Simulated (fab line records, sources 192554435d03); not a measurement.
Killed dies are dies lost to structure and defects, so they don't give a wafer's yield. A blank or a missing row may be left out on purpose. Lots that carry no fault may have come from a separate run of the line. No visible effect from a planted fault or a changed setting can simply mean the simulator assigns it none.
fab line records + flow n5-finfet
[record]
- lots = 10
- wafers = 28
- last-day = 18
route steps=1938 shown BEOL_M5@1131 PASSIVATION@1936
lots with no fault: from the same line, run without faults
start-h: hours from the record's first day to the start of the lot's first wafer shown + wait-h: how many hours have passed since the lot's step before this one + " repeats the value in the row above + L1.1+2: a single row standing in for several wafers + - value missing, or start not given + * or withheld: withheld + < > ~ a bound
route shown NAME@n: names a module that has steps shown in the file, with the first one's number in the route + usual: mean/standard deviation taken from wafers without a fault + same: alike in all rows + chamber/n: place in a boat + sites: per-site readings + _std_site: their standard deviation + _edge_site: the outer-site mean with the inner-site mean subtracted + radius-mm: for every site, how far away it sits from the centre of the wafer + mask NAME#n: copy n + behind: the last tool/chamber to shape the wafer + hold: reason for holding the lot/hours on hold/outcome of the hold + device: which transistor (n, p or np) failed to switch + end of line: the tests these same wafers got at the end of their route + where a step has no rows: the recipe by itself + killed: dies that structure and defects cost at the first sort, which is not the same as the wafer's yield + map: a wafer's dies, marking killed ones x, the rest . and places with no die _
set.NAME: setting as actually run; set.NAME@STEP: the setting as run at that earlier step + model.NAME: the simulator's own value behind a step, which no gauge read
one table for each step of the route and one row for each wafer, over a sample of lots
services: the hour from which a tool's chamber was out of use, counted from the record's first day as start-h (under 0 if before that day), plus the number of hours and why
[[steps]]
[step N5_BEOL_M5_ETCH_61]
[recipe]
- chemistry = CF4
- target = SiARC
- target-depth-a = 156
- mask-material = CAR-EUV
- time-s = 26
- ion-energy-ev = 80
- pressure-mtorr = 40
- source-w = 545
- bias-w = 36
- Ar_flow_sccm = 100
- cf4-flow-sccm = 100
- ends = cleared
[usual]
- drypump-motor-current-A = 5.6/0.45
- etch-rf-on-time-s = 25.9/0.61
- oes-product-au = 0.69/0.074
- rf-vpp-V = 184.0/1.2
- showerhead-plenum-p-Torr = 2.14/0.082
- throttle-valve-pct = 15.55/0.25
| lot.wafer | tool        | chamber | start-h | wait-h | drypump-motor-current-A | etch-rf-on-time-s | oes-product-au | rf-hours-counter-h | rf-vpp-V | showerhead-plenum-p-Torr | throttle-valve-pct |
|-----------|-------------|---------|---------|--------|-------------------------|-------------------|----------------|--------------------|----------|--------------------------|--------------------|
| L128.2    | rie-diel-04 | 1       | 171.34  | 0.0    | 5.0                     | 25.9              | 0.57           | 232                | 183.8    | 2.10                     | 15.74              |
| L128.3    | "           | 2       | "       | "      | 4.9                     | 25.8              | 0.64           | 172                | 184.2    | 2.05                     | 15.58              |
| L128.5    | "           | 3       | "       | "      | 5.4                     | 26.2              | 0.73           | -                  | 184.6    | 2.28                     | 15.12              |
| L131.1    | rie-diel-04 | 2       | 191.02  | 0.0    | 5.0                     | 25.8              | 0.64           | 178                | 184.1    | 2.04                     | 15.60              |
| L131.2    | "           | 0       | "       | "      | 6.3                     | 25.1              | 0.74           | 50                 | 184.2    | 2.08                     | 15.67              |
| L131.3    | "           | 1       | "       | "      | 5.0                     | 26.3              | 0.57           | 239                | 183.0    | 2.10                     | 15.75              |
| L130.3    | rie-diel-03 | 1       | 193.92  | 0.0    | 4.9                     | 25.6              | 0.82           | 8                  | 183.6    | 2.19                     | 15.43              |
| L130.4    | "           | 2       | "       | "      | 6.0                     | 26.7              | 0.59           | 220                | 183.6    | 2.04                     | 15.64              |
| L130.6    | "           | 2       | "       | "      | 5.9                     | 27.1              | 0.59           | -                  | 184.1    | 2.04                     | 15.65              |
| L135.2    | rie-diel-03 | 1       | 220.42  | 0.0    | 4.9                     | 24.8              | 0.81           | 16                 | 184.4    | 2.19                     | 15.44              |
| L135.3    | "           | 2       | "       | "      | 6.0                     | 26.4              | 0.60           | 228                | 182.8    | 2.03                     | 15.64              |
| L135.4    | "           | 0       | "       | "      | 5.8                     | 26.8              | 0.60           | 187                | 185.8    | 2.21                     | 16.02              |
| L137.1    | rie-diel-04 | 0       | 226.42  | 0.0    | 6.3                     | 24.9              | 0.73           | 59                 | 182.9    | 2.07                     | 15.67              |
| L137.4    | "           | 3       | "       | "      | 5.4                     | 25.9              | 0.72           | 47                 | 184.5    | 2.28                     | 15.15              |
| L137.5    | "           | 1       | "       | "      | 5.0                     | 25.6              | 0.57           | -                  | 184.7    | 2.10                     | 15.75              |
| L138.2    | rie-diel-03 | 0       | 228.55  | 0.0    | 5.8                     | 26.8              | 0.61           | 190                | 186.0    | 2.21                     | 16.05              |
| L138.6    | "           | 2       | "       | "      | 6.0                     | 26.6              | 0.59           | -                  | 182.9    | 2.03                     | 15.68              |
| L147.5    | rie-diel-05 | 1       | 293.08  | 0.0    | 5.5                     | 26.1              | 0.61           | -                  | 182.8    | 2.03                     | 15.45              |
| L147.6    | "           | 0       | "       | "      | 6.1                     | 26.5              | 0.74           | -                  | 183.7    | 2.09                     | 15.19              |
| L148.2    | rie-diel-03 | 3       | 307.50  | 0.0    | 5.8                     | 25.7              | 0.71           | 65                 | 184.7    | 2.18                     | 15.55              |
| L148.3    | "           | 2       | "       | "      | 6.0                     | 26.6              | 0.86           | 0                  | 186.3    | 2.28                     | 15.22              |
| L148.4    | "           | 0       | "       | "      | 5.8                     | 26.6              | 0.59           | 216                | 185.3    | 2.20                     | 16.09              |
| L150.3    | rie-diel-04 | 3       | 310.97  | 0.0    | 5.4                     | 26.2              | 0.69           | 74                 | 184.6    | 2.27                     | 15.21              |
| L150.4    | "           | 1       | "       | "      | 5.0                     | 25.8              | 0.76           | -                  | 182.4    | 2.09                     | 15.32              |
| L150.5    | "           | 3       | "       | "      | 5.4                     | 26.2              | 0.68           | -                  | 184.6    | 2.27                     | 15.22              |
| L151.2    | rie-diel-05 | 1       | 315.14  | 0.0    | 5.5                     | 26.0              | 0.61           | 204                | 183.1    | 2.03                     | 15.45              |
| L151.4    | "           | 3       | "       | "      | 5.4                     | 25.7              | 0.68           | 113                | 183.8    | 2.14                     | 15.68              |
| L151.5    | "           | 3       | "       | "      | 5.4                     | 25.5              | 0.67           | -                  | 184.7    | 2.14                     | 15.69              |
[step N5_BEOL_M5_HM_OPEN_17]
[recipe]
- chemistry = Cl2/BCl3
- target-depth-a = 200
- overetch-a = 60
- target = TiN
- mask-material = SOC
- ion-energy-ev = 150
- pressure-mtorr = 10
- icp-w = 1000
- bias-w = 126
- Cl2_flow_sccm = 53.25
- bcl3-flow-sccm = 21.75
- Ar_flow_sccm = 25
[usual]
- drypump-motor-current-A = 5.81/0.17
- oes-product-au = 0.66/0.039
- throttle-valve-pct = 22.1/0.3
| lot.wafer | tool         | chamber | start-h | wait-h | drypump-motor-current-A | oes-product-au | rf-hours-counter-h | throttle-valve-pct |
|-----------|--------------|---------|---------|--------|-------------------------|----------------|--------------------|--------------------|
| L128.2    | rie-metal-02 | 1       | 171.54  | 0.0    | 5.43                    | 0.66           | 37                 | 22.0               |
| L128.3    | "            | 1       | "       | "      | 5.43                    | 0.66           | -                  | 22.0               |
| L128.5    | "            | 1       | "       | "      | 5.45                    | 0.66           | -                  | 22.0               |
| L131.1    | rie-metal-03 | 1       | 191.22  | 0.0    | 6.04                    | 0.78           | 4                  | 22.5               |
| L131.2    | "            | 0       | "       | "      | 6.03                    | 0.62           | 59                 | 21.9               |
| L131.3    | "            | 0       | "       | "      | 6.02                    | 0.62           | -                  | 21.9               |
| L130.3    | rie-metal-03 | 1       | 194.14  | 0.1    | 6.03                    | 0.78           | -                  | 22.5               |
| L130.4    | "            | 0       | "       | "      | 6.04                    | 0.62           | -                  | 21.9               |
| L130.6    | "            | 1       | "       | "      | 6.05                    | 0.79           | -                  | 22.4               |
| L135.2    | rie-metal-01 | 1       | 220.62  | 0.0    | 5.82                    | 0.65           | 43                 | 22.5               |
| L135.3    | "            | 0       | "       | "      | 5.83                    | 0.66           | -                  | 21.8               |
| L135.4    | "            | 1       | "       | "      | 5.81                    | 0.66           | -                  | 22.5               |
| L137.1    | rie-metal-02 | 1       | 226.62  | 0.0    | 5.46                    | 0.65           | 43                 | 22.0               |
| L137.4    | "            | 0       | "       | "      | 5.64                    | 0.66           | -                  | 22.0               |
| L137.5    | "            | 0       | "       | "      | 5.64                    | 0.65           | -                  | 22.0               |
| L138.2    | rie-metal-03 | 0       | 228.75  | 0.0    | 6.03                    | 0.62           | 62                 | 21.9               |
| L138.6    | "            | 0       | "       | "      | 6.03                    | 0.62           | -                  | 21.9               |
| L147.5    | rie-metal-01 | 1       | 293.33  | 0.1    | 5.83                    | 0.65           | -                  | 22.5               |
| L147.6    | "            | 0       | "       | "      | 5.87                    | 0.65           | -                  | 21.8               |
| L148.2    | rie-metal-01 | 1       | 307.70  | 0.0    | 5.80                    | 0.64           | 50                 | 22.5               |
| L148.3    | "            | 1       | "       | "      | 5.78                    | 0.65           | -                  | 22.5               |
| L148.4    | "            | 0       | "       | "      | 5.83                    | 0.64           | -                  | 21.8               |
| L150.3    | rie-metal-03 | 1       | 311.19  | 0.1    | 6.06                    | 0.74           | -                  | 22.5               |
| L150.4    | "            | 0       | "       | "      | 6.01                    | 0.61           | -                  | 21.9               |
| L150.5    | "            | 1       | "       | "      | 6.06                    | 0.74           | -                  | 22.5               |
| L151.2    | rie-metal-01 | 1       | 315.33  | 0.0    | 5.80                    | 0.64           | 51                 | 22.5               |
| L151.4    | "            | 0       | "       | "      | 5.82                    | 0.64           | -                  | 21.8               |
| L151.5    | "            | 1       | "       | "      | 5.78                    | 0.64           | -                  | 22.5               |
[step N5_BEOL_M5_STRIP_19]
[recipe]
- chemistry = O2
- power-w = 400
- temp-c = 40
- pressure-mtorr = 30
- rf-frequency-hz = 6e+07
- bias-power-w = 0
- overash-fraction = 0.2
- o2-flow-sccm = 225
[usual]
- drypump-motor-current-A = 5.6/0.43
- oes-product-au = 0.81/0.095
- rf-vpp-V = 3.6/0.46
- showerhead-plenum-p-Torr = 2.11/0.081
- throttle-valve-pct = 16.68/0.29
| lot.wafer | tool        | chamber | start-h | wait-h | drypump-motor-current-A | oes-product-au | rf-hours-counter-h | rf-vpp-V | showerhead-plenum-p-Torr | throttle-valve-pct |
|-----------|-------------|---------|---------|--------|-------------------------|----------------|--------------------|----------|--------------------------|--------------------|
| L128.2    | rie-diel-03 | 2       | 172.03  | 0.5    | 6.0                     | 0.71           | 213                | 3.7      | 1.99                     | 16.70              |
| L128.3    | "           | 0       | "       | "      | 5.8                     | 0.72           | 171                | 3.0      | 2.21                     | 17.21              |
| L128.5    | "           | 3       | "       | "      | 5.9                     | 0.92           | -                  | 3.5      | 2.14                     | 16.47              |
| L131.1    | rie-diel-03 | 1       | 191.53  | 0.3    | 4.9                     | 0.95           | 7                  | 3.0      | 2.15                     | 16.51              |
| L131.2    | "           | 3       | "       | "      | 5.9                     | 0.91           | 27                 | 3.3      | 2.13                     | 16.49              |
| L131.3    | "           | 2       | "       | "      | 6.0                     | 0.70           | 219                | 4.3      | 1.99                     | 16.72              |
| L130.3    | rie-diel-03 | 3       | 194.23  | 0.1    | 5.8                     | 0.91           | 27                 | 2.7      | 2.13                     | 16.47              |
| L130.4    | "           | 2       | "       | "      | 6.0                     | 0.70           | 220                | 2.8      | 1.99                     | 16.73              |
| L130.6    | "           | 2       | "       | "      | 6.0                     | 0.71           | -                  | 3.0      | 1.99                     | 16.69              |
| L135.2    | rie-diel-04 | 2       | 220.73  | 0.1    | 5.0                     | 0.74           | 187                | 3.7      | 1.99                     | 16.65              |
| L135.3    | "           | 3       | "       | "      | 5.4                     | 0.85           | 47                 | 3.7      | 2.24                     | 16.21              |
| L135.4    | "           | 1       | "       | "      | 5.0                     | 0.67           | 247                | 3.7      | 2.04                     | 16.76              |
| L137.1    | rie-diel-04 | 0       | 226.86  | 0.2    | 6.3                     | 0.83           | 59                 | 3.3      | 2.03                     | 16.74              |
| L137.4    | "           | 3       | "       | "      | 5.4                     | 0.84           | 47                 | 3.3      | 2.24                     | 16.21              |
| L137.5    | "           | 0       | "       | "      | 6.3                     | 0.83           | -                  | 3.8      | 2.03                     | 16.76              |
| L138.2    | rie-diel-03 | 2       | 228.92  | 0.1    | 6.0                     | 0.70           | 231                | 3.4      | 1.99                     | 16.75              |
| L138.6    | "           | 2       | "       | "      | 6.0                     | 0.70           | -                  | 3.6      | 1.99                     | 16.73              |
| L147.5    | rie-diel-04 | 0       | 293.40  | 0.0    | 6.3                     | 0.81           | -                  | 4.2      | 2.02                     | 16.78              |
| L147.6    | "           | 3       | "       | "      | 5.4                     | 0.82           | -                  | 4.1      | 2.23                     | 16.27              |
| L148.2    | rie-diel-04 | 0       | 307.82  | 0.1    | 6.3                     | 0.81           | 84                 | 4.4      | 2.02                     | 16.78              |
| L148.3    | "           | 2       | "       | "      | 5.0                     | 0.71           | 215                | 4.0      | 1.98                     | 16.71              |
| L148.4    | "           | 1       | "       | "      | 5.0                     | 0.91           | 18                 | 3.6      | 2.03                     | 16.32              |
| L150.3    | rie-diel-03 | 2       | 311.31  | 0.1    | 6.0                     | 0.99           | 1                  | 3.2      | 2.24                     | 16.31              |
| L150.4    | "           | 3       | "       | "      | 5.9                     | 0.86           | 66                 | 3.2      | 2.12                     | 16.55              |
| L150.5    | "           | 1       | "       | "      | 4.9                     | 0.87           | -                  | 3.7      | 2.14                     | 16.59              |
| L151.2    | rie-diel-03 | 0       | 315.46  | 0.1    | 5.8                     | 0.69           | 218                | 3.1      | 2.19                     | 17.31              |
| L151.4    | "           | 1       | "       | "      | 4.9                     | 0.87           | 49                 | 3.5      | 2.14                     | 16.58              |
| L151.5    | "           | 3       | "       | "      | 5.9                     | 0.83           | -                  | 3.4      | 2.12                     | 16.55              |
[step N5_BEOL_M5_ETCH_75]
[recipe]
- chemistry = N2/H2
- target = underlayer
- target-depth-a = 65
- mask-material = CAR-EUV
- time-s = 5.2
- ion-energy-ev = 200
- pressure-mtorr = 30
- source-w = 840
- bias-w = 150
- n2-flow-sccm = 200
- h2-flow-sccm = 200
- ends = cleared
[usual]
- drypump-motor-current-A = 5.6/0.39
- etch-rf-on-time-s = 5.19/0.13
- h2-flow-sccm = 199.9/0.61
- oes-product-au = 0.68/0.08
- rf-vpp-V = 523.9/2.6
- showerhead-plenum-p-Torr = 2.54/0.088
- throttle-valve-pct = 17.85/0.28
| lot.wafer | tool        | chamber | start-h | wait-h | drypump-motor-current-A | etch-rf-on-time-s | h2-flow-sccm | oes-product-au | rf-hours-counter-h | rf-vpp-V | showerhead-plenum-p-Torr | throttle-valve-pct |
|-----------|-------------|---------|---------|--------|-------------------------|-------------------|--------------|----------------|--------------------|----------|--------------------------|--------------------|
| L128.2    | rie-diel-03 | 1       | 172.58  | 0.0    | 4.9                     | 5.00              | 200.4        | 0.85           | 2                  | 525.7    | 2.63                     | 17.92              |
| L128.3    | "           | 0       | "       | "      | 5.8                     | 5.27              | 199.5        | 0.61           | 172                | 526.1    | 2.65                     | 18.28              |
| L128.5    | "           | 2       | "       | "      | 6.0                     | 5.29              | 200.3        | 0.60           | -                  | 520.7    | 2.41                     | 17.88              |
| L131.1    | rie-diel-04 | 0       | 192.38  | 0.0    | 6.3                     | 5.04              | 200.6        | 0.74           | 50                 | 523.7    | 2.49                     | 18.14              |
| L131.2    | "           | 3       | "       | "      | 5.4                     | 5.29              | 199.1        | 0.72           | 38                 | 526.6    | 2.71                     | 17.40              |
| L131.3    | "           | 2       | "       | "      | 5.0                     | 5.13              | 200.5        | 0.64           | 179                | 519.8    | 2.43                     | 17.94              |
| L130.3    | rie-diel-03 | 1       | 194.89  | 0.0    | 4.9                     | 5.04              | 199.7        | 0.82           | 8                  | 524.9    | 2.63                     | 17.94              |
| L130.4    | "           | 2       | "       | "      | 6.0                     | 5.30              | 201.0        | 0.60           | 220                | 521.0    | 2.41                     | 17.88              |
| L130.6    | "           | 2       | "       | "      | 6.0                     | 5.35              | 199.0        | 0.59           | -                  | 520.2    | 2.41                     | 17.89              |
| L135.2    | rie-diel-03 | 3       | 221.32  | 0.0    | 5.9                     | 3.57              | 199.4        | 0.94           | 36                 | 524.4    | 2.56                     | 17.52              |
| L135.3    | "           | 0       | "       | "      | 5.8                     | 5.39              | 200.1        | 0.60           | 187                | 526.1    | 2.64                     | 18.32              |
| L135.4    | "           | 2       | "       | "      | 6.0                     | 5.32              | 199.5        | 0.59           | 229                | 519.0    | 2.41                     | 17.90              |
| L137.1    | rie-diel-03 | 3       | 230.02  | 0.0    | 5.9                     | 5.15              | 199.6        | 0.75           | 40                 | 526.5    | 2.56                     | 17.48              |
| L137.4    | "           | 1       | "       | "      | 4.9                     | 4.98              | 199.7        | 0.80           | 19                 | 525.4    | 2.62                     | 17.94              |
| L137.5    | "           | 0       | "       | "      | 5.7                     | 3.87              | 199.0        | 0.73           | -                  | 529.1    | 2.64                     | 18.34              |
| L138.2    | rie-diel-03 | 2       | 230.41  | 0.0    | 6.0                     | 3.73              | 199.4        | 0.71           | 232                | 520.9    | 2.41                     | 17.91              |
| L138.6    | "           | 2       | "       | "      | 6.0                     | 5.32              | 199.6        | 0.59           | -                  | 519.3    | 2.41                     | 17.90              |
| L147.5    | rie-diel-04 | 1       | 294.71  | 0.0    | 5.0                     | 5.13              | 200.5        | 0.77           | -                  | 523.1    | 2.48                     | 17.42              |
| L147.6    | "           | 0       | "       | "      | 6.3                     | 5.06              | 200.7        | 0.70           | -                  | 522.7    | 2.47                     | 18.17              |
| L148.2    | rie-diel-03 | 1       | 310.04  | 0.0    | 4.9                     | 5.06              | 199.7        | 0.76           | 47                 | 526.6    | 2.61                     | 18.00              |
| L148.3    | "           | 3       | "       | "      | 5.9                     | 5.12              | 199.2        | 0.71           | 66                 | 525.7    | 2.55                     | 17.56              |
| L148.4    | "           | 2       | "       | "      | 6.0                     | 5.35              | 199.6        | 0.84           | 1                  | 528.8    | 2.72                     | 17.51              |
| L150.3    | rie-diel-05 | 1       | 313.72  | 0.0    | 5.5                     | 5.07              | 199.8        | 0.62           | 204                | 519.4    | 2.40                     | 17.56              |
| L150.4    | "           | 2       | "       | "      | 5.8                     | 5.23              | 200.6        | 0.61           | 179                | 524.6    | 2.53                     | 18.14              |
| L150.5    | "           | 2       | "       | "      | 5.7                     | 5.19              | 200.2        | 0.62           | -                  | 525.1    | 2.53                     | 18.15              |
| L151.2    | rie-diel-03 | 3       | 316.04  | 0.0    | 5.9                     | 5.10              | 199.2        | 0.72           | 68                 | 522.2    | 2.54                     | 17.53              |
| L151.4    | "           | 1       | "       | "      | 4.9                     | 5.05              | 199.4        | 0.75           | 49                 | 526.1    | 2.61                     | 18.00              |
| L151.5    | "           | 3       | "       | "      | 5.8                     | 5.06              | 198.9        | 0.72           | -                  | 526.5    | 2.54                     | 17.55              |
[step N5_PASSIVATION_PROBE_49]
[usual]
- defect-limited-yield = 91.2/1.3
- killed_at_M0_to_M3 = 34/10
- killed_at_M4_up = 13/4.6
- killed-at-contacts = 13/5.5
- killed-at-front-end = 41/12
- killed-at-other = 2.8/2.4
- killed-dies = 104/16
- killed-open = 67/12
- killed-short = 33/7.2
- sort_bin_4_leakage = 0.00/0.012
- sort_bin_5_function = 5.1/0.86
- sort_bin_6_memory = 3.3/0.62
- sort-n-pass = 1076/16
- sort-yield-pct = 91.2/1.3
[same]
- gross-dies = 1180
- killed-at-back-side = 0
- sort_bin_8_speed[%] = 0
| lot.wafer | tool      | chamber | start-h | wait-h | defect-limited-yield[%] | killed_at_M0_to_M3 | killed_at_M4_up | killed-at-contacts | killed-at-front-end | killed-at-other | killed-dies | killed-open | killed-short | sort_bin_4_leakage[%] | sort_bin_5_function[%] | sort_bin_6_memory[%] | sort-n-pass | sort-yield-pct[%] |
|-----------|-----------|---------|---------|--------|-------------------------|--------------------|-----------------|--------------------|---------------------|-----------------|-------------|-------------|--------------|-----------------------|------------------------|----------------------|-------------|-------------------|
| L128.2    | prober-01 | -       | 273.53  | 0.1    | 90.6                    | 37                 | 14              | 16                 | 34                  | 10              | 111         | 74          | 34           | 0                     | 5.8                    | 3.1                  | 1069        | 90.6              |
| L128.3    | prober-01 | -       | 273.58  | 0.1    | 92.5                    | 25                 | 9               | 20                 | 33                  | 2               | 89          | 65          | 24           | 0                     | 4.5                    | 2.9                  | 1091        | 92.5              |
| L128.5    | prober-01 | -       | 273.68  | 0.2    | 89.4                    | 34                 | 20              | 14                 | 57                  | 0               | 125         | 88          | 35           | 0                     | 5.8                    | 4.7                  | 1055        | 89.4              |
| L131.1    | prober-01 | -       | 298.87  | 0.0    | 88.5                    | 30                 | 19              | 27                 | 58                  | 2               | 136         | 100         | 33           | 0                     | 6.9                    | 4.2                  | 1044        | 88.5              |
| L131.2    | prober-01 | -       | 298.92  | 0.1    | 92.0                    | 21                 | 19              | 9                  | 38                  | 7               | 94          | 57          | 36           | 0                     | 5.0                    | 2.7                  | 1086        | 92.0              |
| L131.3    | prober-01 | -       | 298.97  | 0.1    | 92.5                    | 20                 | 16              | 8                  | 39                  | 6               | 89          | 59          | 28           | 0                     | 4.7                    | 2.6                  | 1091        | 92.5              |
| L130.3    | prober-02 | -       | 306.14  | 0.1    | 91.0                    | 42                 | 13              | 13                 | 37                  | 1               | 106         | 77          | 24           | 0                     | 5.1                    | 3.1                  | 1074        | 91.0              |
| L130.4    | prober-02 | -       | 306.19  | 0.2    | 90.3                    | 33                 | 14              | 15                 | 50                  | 3               | 115         | 71          | 43           | 0                     | 5.4                    | 4.0                  | 1065        | 90.3              |
| L130.6    | prober-02 | -       | 306.29  | 0.3    | 90.4                    | 38                 | 17              | 11                 | 46                  | 1               | 113         | 73          | 35           | 0                     | 5.8                    | 3.1                  | 1067        | 90.4              |
| L138.2    | prober-02 | -       | 335.66  | 0.1    | 89.2                    | 38                 | 19              | 16                 | 52                  | 2               | 127         | 92          | 29           | 0                     | 6.4                    | 4.0                  | 1053        | 89.2              |
| L147.5    | prober-01 | -       | 390.63  | 0.2    | 90.4                    | 34                 | 4               | 11                 | 63                  | 1               | 113         | 70          | 34           | 0                     | 6.2                    | 2.6                  | 1067        | 90.4              |
| L147.6    | prober-01 | -       | 390.68  | 0.3    | 92.3                    | 39                 | 15              | 8                  | 25                  | 4               | 91          | 63          | 25           | 0                     | 4.4                    | 3.2                  | 1089        | 92.3              |
| L148.2    | prober-01 | -       | 407.35  | 0.1    | 91.4                    | 37                 | 16              | 18                 | 28                  | 2               | 101         | 61          | 34           | 0                     | 4.9                    | 3.3                  | 1079        | 91.4              |
| L148.3    | prober-01 | -       | 407.40  | 0.1    | 95.0                    | 25                 | 4               | 12                 | 18                  | 0               | 59          | 44          | 9            | 0                     | 2.8                    | 1.9                  | 1121        | 95.0              |
// killed by level:class
L128.2 BEOL_M0_SAQP:geometric-particle:open=15 MOL_CONTACT_COAG:geometric-particle:open=12 STI_FIN_REVEAL:geometric-particle:open=11 BEOL_M3:geometric-particle:open=8 FIN_SAQP:geometric-particle:open=5 BEOL_M0_SAQP:geometric-particle:short=4 PASS1_CAP:geometric-particle:open=4 STI_FIN_REVEAL:geometric-particle:short=3
L128.3 STI_FIN_REVEAL:geometric-particle:open=18 MOL_CONTACT_COAG:geometric-particle:open=15 FIN_SAQP:geometric-particle:open=5 MOL_CONTACT_COAG:geometric-particle:short=5 BEOL_M0_SAQP:geometric-particle:short=5 BEOL_M0_SAQP:geometric-particle:open=4 BEOL_M0:geometric-particle:open=4 BEOL_M3:geometric-particle:short=4
L128.5 STI_FIN_REVEAL:geometric-particle:open=19 MOL_CONTACT_COAG:geometric-particle:open=13 FIN_SAQP:geometric-particle:short=10 BEOL_M0_SAQP:geometric-particle:short=9 BEOL_M0_SAQP:geometric-particle:open=9 FIN_SAQP:geometric-particle:open=8 BEOL_M2:geometric-particle:open=7 GATE_CUT:geometric-particle:open=6
L131.1 MOL_CONTACT_COAG:geometric-particle:open=21 STI_FIN_REVEAL:geometric-particle:open=19 BEOL_M4:geometric-particle:open=12 FIN_SAQP:geometric-particle:open=10 BEOL_M3:geometric-particle:open=10 FIN_SAQP:geometric-particle:short=8 MOL_CONTACT_COAG:geometric-particle:short=6 STI_FIN_REVEAL:geometric-particle:short=5
L131.2 FIN_SAQP:geometric-particle:open=10 BEOL_M3:geometric-particle:open=7 STI_FIN_REVEAL:geometric-particle:open=7 FIN_SAQP:geometric-particle:short=6 MOL_CONTACT_COAG:geometric-particle:open=6 BEOL_M4:geometric-particle:open=6 BEOL_M4:geometric-particle:short=6 BEOL_M0_SAQP:geometric-particle:open=3
L131.3 FIN_SAQP:geometric-particle:open=12 FIN_SAQP:geometric-particle:short=11 MOL_CONTACT_COAG:geometric-particle:open=7 BEOL_M4:geometric-particle:open=7 STI_FIN_REVEAL:geometric-particle:open=5 BEOL_M3:geometric-particle:open=5 BEOL_M0:geometric-particle:open=4 BEOL_M0_SAQP:geometric-particle:short=3
L130.3 BEOL_M1:geometric-particle:open=17 MOL_CONTACT_COAG:geometric-particle:open=11 FIN_SAQP:geometric-particle:open=6 DUMMY_GATE:geometric-particle:open=6 STI_FIN_REVEAL:geometric-particle:open=5 BEOL_M0_SAQP:geometric-particle:open=5 BEOL_M4:geometric-particle:open=5 BEOL_M0_SAQP:geometric-particle:short=4
L130.4 FIN_SAQP:geometric-particle:open=18 MOL_CONTACT_COAG:geometric-particle:open=10 BEOL_M1:geometric-particle:open=8 BEOL_M0_SAQP:geometric-particle:short=7 BEOL_M0_SAQP:geometric-particle:open=6 FIN_SAQP:geometric-particle:short=5 ILD0:geometric-particle:short=5 GATE_CUT:geometric-particle:short=5
L130.6 FIN_SAQP:geometric-particle:open=11 BEOL_M0_SAQP:geometric-particle:open=11 MOL_CONTACT_COAG:geometric-particle:open=9 BEOL_M1:geometric-particle:open=7 BEOL_M2:geometric-particle:open=6 DUMMY_GATE:geometric-particle:open=5 GATE_CUT:geometric-particle:short=5 STARTING-WAFER:geometric-particle:short=5
L138.2 MOL_CONTACT_COAG:geometric-particle:open=14 BEOL_M2:geometric-particle:open=11 BEOL_M4:geometric-particle:open=10 FIN_SAQP:geometric-particle:open=8 GATE_CUT:geometric-particle:open=7 BEOL_M3:geometric-particle:open=7 DUMMY_GATE:geometric-particle:open=6 GATE_CUT:geometric-particle:short=6
L147.5 STI_FIN_REVEAL:geometric-particle:open=14 FIN_SAQP:geometric-particle:open=12 FIN_SAQP:geometric-particle:short=9 BEOL_M0_SAQP:geometric-particle:open=9 BEOL_M1:geometric-particle:open=7 DUMMY_GATE:geometric-particle:open=7 MOL_CONTACT_COAG:geometric-particle:short=6 BEOL_M2:geometric-particle:open=6
L147.6 BEOL_M0_SAQP:geometric-particle:open=10 STI_FIN_REVEAL:geometric-particle:open=7 MOL_CONTACT_COAG:geometric-particle:open=7 BEOL_M0_SAQP:geometric-particle:short=7 BEOL_M0:geometric-particle:open=7 GATE_CUT:geometric-particle:short=6 BEOL_M4:geometric-particle:open=5 BEOL_M2:geometric-particle:open=5
L148.2 MOL_CONTACT_COAG:geometric-particle:open=12 BEOL_M0_SAQP:geometric-particle:short=10 BEOL_M2:geometric-particle:open=7 STI_FIN_REVEAL:geometric-particle:open=6 MOL_CONTACT_COAG:geometric-particle:short=6 BEOL_M1:geometric-particle:open=5 BEOL_M0_SAQP:geometric-particle:open=5 BEOL_M4:geometric-particle:open=5
L148.3 BEOL_M3:geometric-particle:open=10 MOL_CONTACT_COAG:geometric-particle:open=8 STI_FIN_REVEAL:geometric-particle:open=4 MOL_CONTACT_COAG:geometric-particle:short=4 BEOL_M2:geometric-particle:open=4 DUMMY_GATE:geometric-particle:open=3 BEOL_M0_SAQP:geometric-particle:open=3 STARTING-WAFER:geometric-particle:open=3
[[services]]
| tool         | chamber | start-h | hours | kind                          |
|--------------|---------|---------|-------|-------------------------------|
| rie-diel-03  | 2       | 161.67  | 4.7   | repair                        |
| rie-metal-03 | -       | 185.18  | 1.4   | pm                            |
| rie-diel-04  | -       | 199.56  | 1.0   | repair                        |
| rie-metal-03 | -       | 211.04  | 2.8   | pm                            |
| rie-diel-04  | 1       | 231.91  | -     | clean                         |
| rie-diel-04  | 1       | 231.91  | -     | consumable-replace:focus-ring |
| rie-diel-04  | 1       | 231.91  | 14.9  | scheduled-down                |
| rie-diel-04  | 1       | 231.91  | 14.9  | vent-cycle                    |
| rie-diel-05  | -       | 243.98  | 0.4   | repair                        |
| rie-diel-05  | 1       | 248.26  | 8.4   | repair                        |
| rie-diel-05  | -       | 265.91  | 4.3   | pm                            |
| rie-metal-02 | 0       | 279.63  | 9.4   | repair                        |
| rie-diel-05  | -       | 283.06  | 1.3   | repair                        |
| rie-diel-03  | 2       | 284.87  | -     | clean                         |
| rie-diel-03  | 2       | 284.87  | -     | consumable-replace:focus-ring |
| rie-diel-03  | 2       | 284.87  | -     | consumable-replace:showerhead |
| rie-diel-03  | 2       | 284.87  | 22.5  | scheduled-down                |
| rie-diel-03  | 2       | 284.87  | 22.5  | vent-cycle                    |
| rie-diel-04  | 2       | 310.40  | 11.5  | repair                        |
[[key]]
[first-sign]
- step = N5_BEOL_M5_ETCH_75
- reading = etch-rf-on-time-s
- direction = down
- sigmas = 12
- usual = *
- struck = *
effect none on later readings
met-at N5_BEOL_M5_ETCH_75
struck-lots L135,L137,L138
struck-wafers L135.2,L137.5,L138.2
not-acting-at N5_BEOL_M5_ETCH_61,N5_BEOL_M5_HM_OPEN_17,N5_BEOL_M5_STRIP_19
onset-between 194.89 221.32
[fault]
- kind = process-parameter-drift
- tool = rie-diel-03
- chamber = -
- onset-h = 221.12
- steps = N5_BEOL_M5_ETCH_75
- channel = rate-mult
- offset = 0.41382
- shape = step
- end-h = 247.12
- scope = struck-wafers-only
